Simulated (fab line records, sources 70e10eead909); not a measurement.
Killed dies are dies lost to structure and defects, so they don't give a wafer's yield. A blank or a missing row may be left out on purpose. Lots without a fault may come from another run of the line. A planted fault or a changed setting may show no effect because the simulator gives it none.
A struck lot beside a sound one | flow nand_harc | 14 steps out of a route of 1159
Sound: wafers L515.2, L515.4, L515.5. Struck: wafer L509.5. (L509.2, L509.3 of the same lot were not struck and are left out.) The cause comes at the end.
At each step with rows: each side's tool, then ch and its chambers, then its first start. Under that, the readings that differ: sound wafers | struck wafers | difference of the means | sigmas: that difference in standard deviations of wafers without a fault.
alike: readings whose means differ by less than 2 such deviations, and words and numbers that are the same on both sides. not compared: withheld readings, readings that some wafer has no value for, bounds like >300 that may hide the same value, and numbers for which the record gives no deviation and whose values overlap.
The two part at a step that has a row with sigmas, a row that says differs or no value, or rows on one side only. Numbers that don't overlap but have no deviation are shown without sigmas and don't part them. A reading that every wafer of one side lacks parts them only if that side has two wafers or more.

NHARC_A_ZERO_WELL_INSPECT_17:
  sound on defect_inspect-01, day 10 14:10; struck on defect_inspect-02, day 8 20:04
  alike: raw_defect_count
then, 3 steps without rows for these wafers: NHARC_A_SOURCE_PLATE_PRECLEAN_00 (cleans in HF-LAST, time 60 s); NHARC_A_SOURCE_PLATE_SRD_01; NHARC_A_SOURCE_PLATE_OXIDE_02 (material SiO2, target thk 10 nm, ox time 1362 s).
NHARC_A_SOURCE_PLATE_THK_MEAS_09: measures by ellipsometry.
  sound on film_metro-01, day 10 21:17; struck on film_metro-02, day 9 03:32
  alike: thk_nm
then, 3 steps without rows for these wafers: NHARC_A_SOURCE_PLATE_PVD_04 (deposits WSi2, target thk 50 nm); NHARC_A_SOURCE_PLATE_CVD_03 (deposits poly-Si, target thk 200 nm, time 4000 s); NHARC_A_SOURCE_PLATE_ANNEAL_05 (time 1800 s).
NHARC_A_SOURCE_PLATE_THK_MEAS_06: measures by ellipsometry.
  sound on film_metro-01, day 11 10:41; struck on film_metro-01, day 9 18:38
  alike: thk_nm
NHARC_A_SOURCE_PLATE_INSPECT_08:
  sound on defect_inspect-02, day 11 10:46; struck on defect_inspect-02, day 9 18:44
  alike: raw_defect_count
NHARC_A_ONON_D1_DEP_00: target thk 1000 nm.
  sound on pecvd_onon-04 ch 0, day 11 10:55; struck on pecvd_onon-02 ch 0, day 9 18:52
NHARC_A_ONON_D1_THK_MEAS_02: measures by ellipsometry.
  sound on film_metro-02, day 11 11:22; struck on film_metro-01, day 9 19:19
  reading     | sound          | struck | difference | sigmas
  thk_nm (nm) | 1008 1009 1008 | 656    | -352       | -35
then, 1 step without rows for these wafers: NHARC_A_ONON_D1_DEP_03 (target thk 1000 nm).
-- the record jumps here: 12 days lie between the struck wafers' starts before and after (it left off in module A_ONON_D1 and takes up again in module END, whose first step shown is number 1159 of the route) --
NHARC_END_SORT_01:
  the record has rows for the struck wafers here (prober-01 ch 0, day 21 13:14) and none for the sound ones

WHERE THEY PART
First at NHARC_A_ONON_D1_THK_MEAS_02; last, within this record, at NHARC_END_SORT_01.

WHY: what the simulator had put in
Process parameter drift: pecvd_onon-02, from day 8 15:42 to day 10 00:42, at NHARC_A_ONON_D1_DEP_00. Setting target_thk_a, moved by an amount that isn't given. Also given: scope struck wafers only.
